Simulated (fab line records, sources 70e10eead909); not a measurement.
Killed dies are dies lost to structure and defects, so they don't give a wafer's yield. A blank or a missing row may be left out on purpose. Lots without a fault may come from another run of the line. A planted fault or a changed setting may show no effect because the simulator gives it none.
fab line records | flow nand_harc | part 1 of 2: steps 1 to 24 of 34
record lots=5 wafers=15 last_day=31
route steps=1302 shown A_SIN_REMOVE@949 A_WL_FILL@952 A_CONTACT@983
lots that met no fault: from a run of the same line without faults
start_h: hours from the record's first day to the start of the lot's first wafer shown | wait_h: hours since the lot's step before | " the same as in the row above | L1.1+2: a row that stands for several wafers | - no value, or no start given | * or withheld: withheld | < > ~ a bound
route shown NAME@n: a module of which the file shows steps, and the number in the route of the first | usual: mean/standard deviation of fault-free wafers | same: alike in all rows | chamber/n: place in a boat | sites: the reading at each site | _std_site: their standard deviation | _edge_site: outer sites' mean less inner sites' | radius_mm: how far each site lies from the wafer's centre | mask NAME#n: copy n | behind: the tool/chamber that last shaped the wafer | hold: why the lot was held/for how many hours/how that ended | device: the transistor (n, p or np) that didn't switch | end of line: the same wafers' tests at the end of the route | a step without rows: its recipe alone | killed: dies lost to structure and defects at the first sort, not the wafer's yield | map: a wafer's dies, x killed, . not, _ none there
set.NAME: the setting as run; set.NAME@STEP: as run at that earlier step | model.NAME: the simulator's own value behind a step, which no gauge read
lots at some steps of the route; a table a step, a row a wafer
services: from which hour (start_h, from the record's first day; less than 0 if before it) a tool's chamber was out of use, for how many hours, and why
## steps
# step NHARC_A_SIN_REMOVE_SRD_02
# columns lot.wafer tool chamber start_h wait_h
L077.5+4+1 wet_bench-01 0,2,4 489.44 0.0
L082.2+4+3 wet_bench-01 1,3,4 - -
L083.4+2+3 wet_bench-04 5,6,0 - -
L091.3+4+2 wet_bench-01 7,0,1 - -
L092.4+6+3 wet_bench-02 2,4,5 - -
# step NHARC_A_SIN_REMOVE_INSPECT_04
# usual raw_defect_count=376/98
# columns lot.wafer tool chamber start_h wait_h raw_defect_count
L077.1 defect_inspect-02 - 489.59 0.0 345
L077.4 " - " " 351
L077.5 " - " " 314
L082.2 defect_inspect-02 - 532.10 0.0 323
L082.3 " - " " 354
L082.4 " - " " 299
L083.2 defect_inspect-02 - 563.22 0.0 240
L083.3 " - " " 292
L083.4 " - " " 294
L091.2 defect_inspect-01 - 616.54 0.0 612
L091.3 " - " " 599
L091.4 " - " " 530
L092.3 defect_inspect-01 - 632.95 0.0 332
L092.4 " - " " 259
L092.6 " - " " 296
# step NHARC_A_WL_FILL_ALD_00
# recipe target_thk_a=30 pulse_time_s=3 ald_cycles=30 temp_c=300 material=Al2O3
# usual heater_power_outer_w=263/29 heater_power_w=471/52 precursor_pulse_height_rel=1.000/0.021
# columns lot.wafer tool chamber start_h wait_h heater_power_outer_w heater_power_w precursor_pulse_height_rel
L077.4 ald_hk-01 3 489.71 0.1 250 449 1.002
L077.1 " 0 " " 221 434 1.019
L077.5 " 1 " " 230 422 0.981
L082.3 ald_hk-01 2 532.22 0.1 297 533 0.969
L082.4 " 3 " " 253 453 1.011
L082.2 " 0 " " 219 416 1.005
L083.4 ald_hk-01 1 563.28 0.1 233 432 1.023
L083.3 " 2 " " 297 563 1.026
L083.2 " 3 " " 259 440 1.008
L091.3 ald_hk-02 0 616.75 0.2 254 434 1.009
L091.4 " 2 " " 266 472 1.042
L091.2 " 3 " " 305 493 1.005
L092.4 ald_hk-04 0 633.05 0.1 275 553 1.012
L092.3 " 2 " " 296 524 1.033
L092.6 " 3 " " 245 414 1.031
# step NHARC_A_WL_FILL_RTA_01
# recipe temp_c=1000 time_s=5
# usual lamp_power_pct=30.8/2 wafer_temp_C_max=1003.1/0.79
# columns lot.wafer tool chamber start_h wait_h lamp_power_pct wafer_temp_C_max
L077.1 rtp_anneal-01 0 489.92 - 28.6 1003.6
L077.4 " 0 " " 28.7 1002.6
L077.5 " 0 " " 28.7 1002.3
L082.2 rtp_anneal-02 0 532.62 0.2 32.7 1003.3
L082.3 " 0 " " 32.7 1003.5
L082.4 " 0 " " 32.6 1003.4
L083.2 rtp_anneal-02 0 563.58 - 32.7 1004.6
L083.3 " 0 " " 32.7 1002.5
L083.4 " 0 " " 32.6 1003.5
L091.2 rtp_anneal-02 0 617.05 - 32.7 1003.9
L091.3 " 0 " " 32.6 1003.9
L091.4 " 0 " " 32.6 1006.1
L092.3 rtp_anneal-02 0 633.35 - 32.7 1004.0
L092.4 " 0 " " 32.7 1003.1
L092.6 " 0 " " 32.7 1002.7
# step NHARC_A_WL_FILL_ALD_02
# recipe target_thk_a=20 pulse_time_s=3 ald_cycles=100 temp_c=450 material=TiN
# usual heater_power_outer_w=696/91 heater_power_w=1078/110 precursor_pulse_height_rel=1.001/0.02
# columns lot.wafer tool chamber start_h wait_h heater_power_outer_w heater_power_w precursor_pulse_height_rel
L077.1 ald_metal-02 1 490.14 0.2 668 1080 0.991
L077.4 " 0 " " 828 1236 0.985
L077.5 " 1 " " 666 1067 1.035
L082.4 ald_metal-02 0 532.85 0.1 824 1213 1.005
L082.2 " 1 " " 666 1055 0.984
L082.3 " 2 " " 621 975 1.017
L083.3 ald_metal-03 1 563.80 0.2 708 1032 0.987
L083.2 " 2 " " 899 1279 0.989
L083.4 " 3 " " 688 1112 0.994
L091.4 ald_metal-04 1 617.23 0.1 633 931 1.013
L091.3 " 2 " " 728 1100 0.993
L091.2 " 3 " " 785 1261 1.047
L092.3 ald_metal-04 1 633.51 0.1 628 969 1.041
L092.4 " 0 " " 665 992 1.004
L092.6 " 1 " " 631 969 1.014
# step NHARC_A_WL_FILL_CVD_03
# recipe target_thk_a=400 temp_c=300 pressure_torr=40 wf6_flow_sccm=40 h2_flow_sccm=1600 ar_flow_sccm=1560 time_s=279 material=W
# usual heater_power_outer_w=252/22 heater_power_w=447/45 mfc_wf6_sccm=40.01/0.11 throttle_valve_pct=8.18/0.18
# columns lot.wafer tool chamber start_h wait_h heater_power_outer_w heater_power_w mfc_wf6_sccm throttle_valve_pct
L077.1 cvd_w-02 1 490.58 0.1 286 513 40.00 8.06
L077.4 " 0 " " 220 394 40.11 8.08
L077.5 " 0 " " 218 383 40.16 8.13
L082.2 cvd_w-01 1 533.30 0.1 241 418 39.94 8.48
L082.4 " 0 " " 258 462 39.91 8.29
L082.3 " 1 " " 241 415 40.01 8.20
L083.2 cvd_w-01 0 564.20 0.1 257 485 40.00 8.30
L083.3 " 0 " " 262 461 40.08 8.50
L083.4 " 1 " " 252 431 39.94 7.94
L091.2 cvd_w-01 1 617.67 0.1 249 438 39.78 8.00
L091.3 " 1 " " 244 440 39.89 8.25
L091.4 " 0 " " 250 462 39.95 8.37
L092.3 cvd_w-01 0 634.05 0.2 255 468 39.94 8.27
L092.4 " 1 " " 250 433 40.01 8.17
L092.6 " 0 " " 265 459 40.05 8.38
# step NHARC_A_WL_FILL_ETCHBACK_04
# recipe target_depth_a=600 time_s=120 chemistry=NF3
# usual drypump_motor_current_A=5.9/0.37 oes_product_au=0.999/0.011
# columns lot.wafer tool chamber start_h wait_h drypump_motor_current_A oes_product_au rf_hours_counter_h
L077.1 rie_metal-02 1 490.95 0.3 5.4 1.007 0.5
L077.4 " 0 " " 6.0 1.023 -
L077.5 " 1 " " 5.4 0.998 -
L082.2 rie_metal-01 0 533.62 0.3 6.6 0.987 2.2
L082.4 " 0 " " 6.6 0.996 -
L082.3 " 1 " " 6.1 0.991 -
L083.2 rie_metal-03 0 564.61 0.4 5.9 0.998 0.6
L083.3 " 1 " " 5.8 1.003 -
L083.4 " 0 " " 5.9 0.997 -
L091.2 rie_metal-01 1 618.08 0.4 6.1 1.001 0.7
L091.3 " 0 " " 6.6 0.981 -
L091.4 " 1 " " 6.2 0.985 -
L092.3 rie_metal-03 1 634.39 0.3 5.8 0.985 -
L092.4 " 0 " " 5.9 0.989 -
L092.6 " 0 " " 5.9 0.989 -
# step NHARC_A_WL_FILL_ETCHBACK_05
# recipe target_depth_a=220 time_s=60 temp_c=40 chemistry=Cl2/BCl3
# usual drypump_motor_current_A=5.9/0.36 oes_product_au=0.999/0.011 temp_c=40.01/0.11
# columns lot.wafer tool chamber start_h wait_h drypump_motor_current_A oes_product_au rf_hours_counter_h temp_c
L077.1 rie_metal-02 0 491.19 0.2 5.9 1.008 0.7 39.95
L077.4 " 1 " " 5.4 0.997 - 40.21
L077.5 " 1 " " 5.4 1.002 - 40.17
L082.2 rie_metal-01 1 533.87 0.2 6.1 0.997 2.3 39.87
L082.3 " 0 " " 6.6 0.992 - 40.06
L082.4 " 1 " " 6.1 0.994 - 40.07
L083.2 rie_metal-03 1 564.83 0.2 5.8 0.997 0.7 39.87
L083.4 " 0 " " 5.9 0.993 - 40.01
L083.3 " 1 " " 5.8 0.985 - 39.90
L091.2 rie_metal-01 0 618.29 0.2 6.6 0.975 0.8 40.21
L091.4 " 0 " " 6.6 0.990 - 40.21
L091.3 " 1 " " 6.1 1.000 - 39.86
L092.3 rie_metal-03 1 634.59 0.2 5.8 0.985 - 39.83
L092.4 " 0 " " 5.9 1.004 - 40.05
L092.6 " 1 " " 5.8 0.996 - 39.97
# step NHARC_A_WL_FILL_STRIP_27
# recipe power_w=1500 temp_c=250 time_s=20 chemistry=N2/H2
# usual drypump_motor_current_A=5.4/0.49 heater_power_w=311/16 temp_c=250.02/0.19
# columns lot.wafer tool chamber start_h wait_h drypump_motor_current_A heater_power_w rf_hours_counter_h temp_c
L077.1 plasma_asher-01 1 491.69 0.5 6.4 316 28 250.26
L077.4 " 0 " " 5.7 317 - 249.78
L077.5 " 1 " " 6.3 320 - 249.71
L082.2 plasma_asher-02 0 534.02 0.1 5.0 305 24 250.02
L082.3 " 1 " " 5.2 295 - 250.12
L082.4 " 0 " " 5.0 299 - 250.04
L083.2 plasma_asher-02 0 565.11 0.3 5.0 306 29 250.39
L083.3 " 1 " " 5.2 309 - 250.00
L083.4 " 0 " " 5.0 297 - 249.98
L091.2 plasma_asher-01 0 618.43 0.1 5.7 336 20 250.34
L091.4 " 0 " " 5.7 331 - 250.03
L091.3 " 1 " " 6.3 343 - 250.04
L092.4 plasma_asher-02 0 634.76 0.2 5.0 302 - 249.82
L092.3 " 1 " " 5.2 295 - 249.92
L092.6 " 0 " " 5.0 307 - 249.62
# step NHARC_A_WL_FILL_STRIP_28
# recipe time_s=1200 temp_c=72.5 chemistry=post_etch_residue_remover
# usual bath_heat_duty_pct=14.6/1.7 temp_c=72.50/0.12
# columns lot.wafer tool chamber start_h wait_h bath_heat_duty_pct temp_c
L077.5 wet_bench-05 7 491.86 0.1 14.5 72.42
L077.4 " 3 " " 15.6 72.55
L077.1 " 4 " " 13.6 72.32
L082.4 wet_bench-05 0 534.17 0.1 13.0 72.48
L082.3 " 2 " " 16.1 72.64
L082.2 " 4 " " 13.5 72.48
L083.3 wet_bench-09 3 565.26 0.1 16.0 72.26
L083.2 " 6 " " 13.1 72.41
L083.4 " 0 " " 15.7 72.51
L091.4 wet_bench-07 0 618.60 0.1 18.9 72.36
L091.2 " 2 " " 15.1 72.68
L091.3 " 4 " " 14.1 72.49
L092.6 wet_bench-07 1 634.89 0.1 15.5 72.66
L092.3 " 5 " " 14.3 72.76
L092.4 " 6 " " 15.2 72.53
# step NHARC_A_WL_FILL_PRECLEAN_06
# recipe time_s=300 chemistry=DIW
# columns lot.wafer tool chamber start_h wait_h
L077.5+4+1 wet_bench-05 7,3,4 - -
L082.4+3+2 wet_bench-05 0,2,4 - -
L083.3+2+4 wet_bench-09 3,6,0 - -
L091.4+2+3 wet_bench-07 0,2,4 - -
L092.6+3+4 wet_bench-07 1,5,6 - -
# step NHARC_A_WL_FILL_SRD_07
# columns lot.wafer tool chamber start_h wait_h
L077.5+4+1 wet_bench-05 7,3,4 - -
L082.4+3+2 wet_bench-05 0,2,4 - -
L083.3+2+4 wet_bench-09 3,6,0 - -
L091.4+2+3 wet_bench-07 0,2,4 - -
L092.6+3+4 wet_bench-07 1,5,6 - -
# step NHARC_A_WL_FILL_ANNEAL_08
# recipe temp_c=450 time_s=1800
# columns lot.wafer tool chamber start_h wait_h
L077.1+4+5 furnace-05 0 496.94 -
L082.2+3+4 furnace-08 0 538.67 -
L083.2+3+4 furnace-08 0 570.55 -
L091.2+3+4 furnace-02 0 623.48 -
L092.3+4+6 furnace-02 0 638.13 -
# step NHARC_A_WL_FILL_ALD_10
# recipe target_thk_a=500 pulse_time_s=10 ald_cycles=500 temp_c=300 material=SiO2
# usual heater_power_outer_w=264/28 heater_power_w=470/53 precursor_pulse_height_rel=0.998/0.021
# columns lot.wafer tool chamber start_h wait_h heater_power_outer_w heater_power_w precursor_pulse_height_rel
L077.4 ald_hk-04 0 498.96 0.6 281 567 0.991
L077.1 " 1 " " 235 407 1.043
L077.5 " 3 500.50 2.1 237 411 0.981
L082.3 ald_hk-02 1 542.31 2.2 296 514 1.023
L082.4 " 2 " " 262 476 1.045
L082.2 " 3 " " 296 501 0.995
L083.2 ald_hk-04 2 572.03 0.1 317 572 0.964
L083.3 " 0 573.05 1.1 282 573 1.046
L083.4 " 1 " " 242 408 0.975
L091.4 ald_hk-01 2 624.98 0.1 297 560 1.002
L091.2 " 3 " " 256 445 0.989
L091.3 " 0 " " 219 428 0.962
L092.3 ald_hk-02 3 639.61 0.0 302 487 1.011
L092.4 " 0 " " 252 423 0.958
L092.6 " 3 641.66 2.1 296 487 0.999
# step NHARC_A_WL_FILL_ETCHBACK_16
# recipe target_depth_a=1200 time_s=24 c4f8_flow_sccm=withheld o2_flow_sccm=8 ar_flow_sccm=withheld rf_w=600 bias_w=800 chemistry=C4F8/O2/Ar
# usual oes_product_au=0.97/0.032 rf_fwd_power_W=589/4 rf_vpp_V=724/4.5
# columns lot.wafer tool chamber start_h wait_h oes_product_au rf_fwd_power_W rf_hours_counter_h rf_vpp_V
L077.1 rie_diel-05 1 - - 1.00 591 4.8 716
L077.4 " 2 " " 1.01 585 4.7 724
L077.5 " 0 " " 0.99 586 - 729
L082.2 rie_diel-05 1 - - 0.98 595 6.5 718
L082.4 " 2 " " 0.97 584 6.6 726
L082.3 " 3 " " 0.98 597 6.9 719
L083.3 rie_diel-07 0 - - 0.99 594 3.0 726
L083.4 " 1 " " 1.00 589 3.0 719
L083.2 " 2 " " 0.98 591 2.6 724
L091.4 rie_diel-06 1 - - 0.93 591 3.7 728
L091.3 " 2 " " 0.94 593 3.8 719
L091.2 " 3 " " 0.92 583 3.5 718
L092.4 rie_diel-06 2 - - 0.94 590 4.0 721
L092.3 " 1 " " 0.93 589 3.9 727
L092.6 " 3 " " 0.92 587 - 719
# step NHARC_A_WL_FILL_STRIP_29
# recipe time_s=20 o2_flow_sccm=500 ar_flow_sccm=0 bias_w=0 chemistry=O2
# usual drypump_motor_current_A=5.9/0.54 oes_product_au=1.001/0.0095 rf_vpp_V=57.9/0.92 showerhead_plenum_p_Torr=3.55/0.15 throttle_valve_pct=17.035/0.0093
# columns lot.wafer tool chamber start_h wait_h drypump_motor_current_A oes_product_au rf_hours_counter_h rf_vpp_V showerhead_plenum_p_Torr throttle_valve_pct
L077.4 rie_diel-05 2 503.19 0.1 6.1 1.018 4.7 57.5 3.63 17.039
L077.1 " 3 " " 6.3 0.983 4.7 57.6 3.40 17.040
L077.5 " 1 " " 5.7 1.001 - 55.2 3.35 17.025
L082.4 rie_diel-05 2 546.46 0.1 6.1 1.005 6.6 59.1 3.63 17.030
L082.3 " 0 " " 5.5 0.995 6.8 58.8 3.72 17.040
L082.2 " 1 " " 5.7 1.018 6.5 57.2 3.35 17.054
L083.4 rie_diel-07 3 576.75 0.1 5.1 0.989 2.7 60.5 3.76 17.037
L083.2 " 1 " " 5.4 1.005 3.0 57.6 3.43 17.020
L083.3 " 2 " " 6.5 0.993 2.6 57.2 3.55 17.045
L091.2 rie_diel-06 1 629.80 0.2 6.2 1.004 3.8 59.5 3.69 17.046
L091.3 " 2 " " 6.6 1.013 3.9 59.1 3.42 17.031
L091.4 " 3 " " 6.0 0.990 3.5 55.7 3.37 17.018
L092.4 rie_diel-06 2 644.32 0.1 6.6 1.008 4.0 57.8 3.42 17.038
L092.3 " 1 " " 6.2 1.008 3.9 59.0 3.69 17.039
L092.6 " 3 " " 5.9 1.001 - 58.7 3.37 17.052
# step NHARC_A_WL_FILL_ETCHBACK_17
# recipe target_depth_a=40 time_s=26.7 chemistry=Cl2/BCl3
# usual drypump_motor_current_A=5.9/0.34 oes_product_au=0.998/0.011
# columns lot.wafer tool chamber start_h wait_h drypump_motor_current_A oes_product_au rf_hours_counter_h
L077.1 rie_metal-03 0 503.27 - 5.9 0.988 2.2
L077.4 " 1 " " 5.9 1.006 -
L077.5 " 1 " " 5.8 0.997 -
L082.2 rie_metal-02 1 546.55 - 5.4 1.009 1.7
L082.3 " 1 " " 5.4 1.013 -
L082.4 " 0 " " 6.0 1.019 -
L083.2 rie_metal-03 0 576.84 - 5.9 0.986 0.8
L083.3 " 0 " " 5.9 0.990 -
L083.4 " 1 " " 5.8 0.998 -
L091.2 rie_metal-03 0 629.90 - 5.9 0.987 1.8
L091.4 " 1 " " 5.8 0.979 -
L091.3 " 0 " " 5.9 0.984 -
L092.4 rie_metal-02 0 644.45 - 5.9 1.022 -
L092.3 " 1 " " 5.4 1.016 -
L092.6 " 0 " " 6.0 1.015 -
# step NHARC_A_WL_FILL_PRECLEAN_18
# recipe time_s=30 chemistry=dHF
# columns lot.wafer tool chamber start_h wait_h
L077.4+1+5 wet_bench-09 4,7,1 503.46 0.1
L082.4+3+2 wet_bench-09 6,0,2 546.74 0.1
L083.2+3+4 wet_bench-05 0,1,2 577.03 0.2
L091.2+3+4 wet_bench-05 1,4,6 630.07 0.1
L092.6+3+4 wet_bench-09 0,2,5 644.61 0.1
# step NHARC_A_WL_FILL_SRD_21
# columns lot.wafer tool chamber start_h wait_h
L077.4+1+5 wet_bench-09 4,7,1 503.48 0.0
L082.4+3+2 wet_bench-09 6,0,2 546.77 0.0
L083.2+3+4 wet_bench-05 0,1,2 577.06 0.0
L091.2+3+4 wet_bench-05 1,4,6 630.09 0.0
L092.6+3+4 wet_bench-09 0,2,5 644.64 0.0
# step NHARC_A_WL_FILL_CVD_23
# recipe target_thk_a=400 temp_c=620 pressure_mtorr=200 time_s=800 material=poly-Si
# columns lot.wafer tool chamber start_h wait_h
L077.1+4+5 lpcvd_poly-04 0 505.93 2.4
L082.2+3+4 lpcvd_poly-03 0 549.11 2.3
L083.2+3+4 lpcvd_poly-03 0 579.73 2.7
L091.2+3+4 lpcvd_poly-04 0 632.54 2.4
L092.3+4+6 lpcvd_poly-02 0 647.07 2.4
# step NHARC_A_WL_FILL_ETCHBACK_26
# recipe target_depth_a=520 time_s=13.3 hbr_flow_sccm=150 rf_w=350 icp_w=350 bias_w=60 chemistry=HBr
# usual drypump_motor_current_A=5.8/0.55 oes_product_au=1.002/0.011 rf_fwd_power_W=342.1/1.7 throttle_valve_pct=23.265/0.0091
# columns lot.wafer tool chamber start_h wait_h drypump_motor_current_A oes_product_au rf_fwd_power_W rf_hours_counter_h throttle_valve_pct
L077.1 rie_si-01 3 508.50 0.4 5.4 0.995 341.2 0.82 23.269
L077.4 " 0 " " 6.0 1.003 345.2 0.72 23.272
L077.5 " 0 " " 6.0 0.998 343.7 - 23.271
L082.2 rie_si-04 3 551.70 0.4 6.6 0.995 340.2 0.16 23.259
L082.3 " 0 " " 5.1 1.001 340.7 0.19 23.276
L082.4 " 2 " " 6.0 1.008 340.6 0.18 23.276
L083.3 rie_si-01 0 582.30 0.4 6.0 1.010 344.6 0.17 23.263
L083.2 " 1 " " 5.5 1.001 343.9 0.23 23.276
L083.4 " 2 " " 5.8 1.003 344.3 0.21 23.277
L091.3 rie_si-01 2 635.13 0.4 5.8 1.011 346.0 0.57 23.260
L091.2 " 0 " " 6.0 1.025 344.0 0.53 23.247
L091.4 " 1 " " 5.5 1.006 340.5 0.57 23.269
L092.3 rie_si-04 1 649.62 0.4 6.7 1.016 340.1 0.85 23.257
L092.4 " 3 " " 6.6 1.003 340.5 0.72 23.253
L092.6 " 2 " " 6.0 1.003 339.9 - 23.249
# step NHARC_A_WL_FILL_PRECLEAN_30
# recipe time_s=10 chemistry=dHF
# columns lot.wafer tool chamber start_h wait_h
L077.4+5+1 wet_bench-05 3,6,7 508.64 0.1
L082.2+3+4 wet_bench-05 0,1,4 551.85 0.1
L083.3+4+2 wet_bench-07 0,1,2 582.43 0.1
L091.2+3+4 wet_bench-05 6,7,1 635.27 0.1
L092.6+4+3 wet_bench-07 6,0,2 649.77 0.1
# step NHARC_A_WL_FILL_SRD_14
# columns lot.wafer tool chamber start_h wait_h
L077.4+5+1 wet_bench-05 3,6,7 508.66 0.0
L082.2+3+4 wet_bench-05 0,1,4 551.87 0.0
L083.3+4+2 wet_bench-07 0,1,2 582.45 0.0
L091.2+3+4 wet_bench-05 6,7,1 635.30 0.0
L092.6+4+3 wet_bench-07 6,0,2 649.79 0.0
# step NHARC_A_WL_FILL_ALD_19
# recipe target_thk_a=20 pulse_time_s=3 ald_cycles=100 temp_c=450 material=TiN
# usual heater_power_outer_w=699/84 heater_power_w=1079/110 precursor_pulse_height_rel=0.999/0.018
# columns lot.wafer tool chamber start_h wait_h heater_power_outer_w heater_power_w precursor_pulse_height_rel
L077.4 ald_metal-04 1 508.76 0.1 611 969 1.043
L077.1 " 2 " " 724 1118 0.992
L077.5 " 1 " " 621 950 1.033
L082.4 ald_metal-04 2 551.97 0.1 725 1108 0.999
L082.3 " 3 " " 788 1276 1.011
L082.2 " 1 " " 630 958 1.002
L083.3 ald_metal-04 3 582.55 0.1 774 1295 1.007
L083.4 " 0 " " 658 993 1.016
L083.2 " 1 " " 616 975 0.984
L091.2 ald_metal-02 2 635.40 0.1 637 983 0.967
L091.4 " 3 " " 706 977 0.989
L091.3 " 0 " " 812 1226 0.978
L092.4 ald_metal-03 1 649.91 0.1 698 1030 1.001
L092.3 " 3 " " 657 1102 1.031
L092.6 " 1 " " 703 1015 0.986
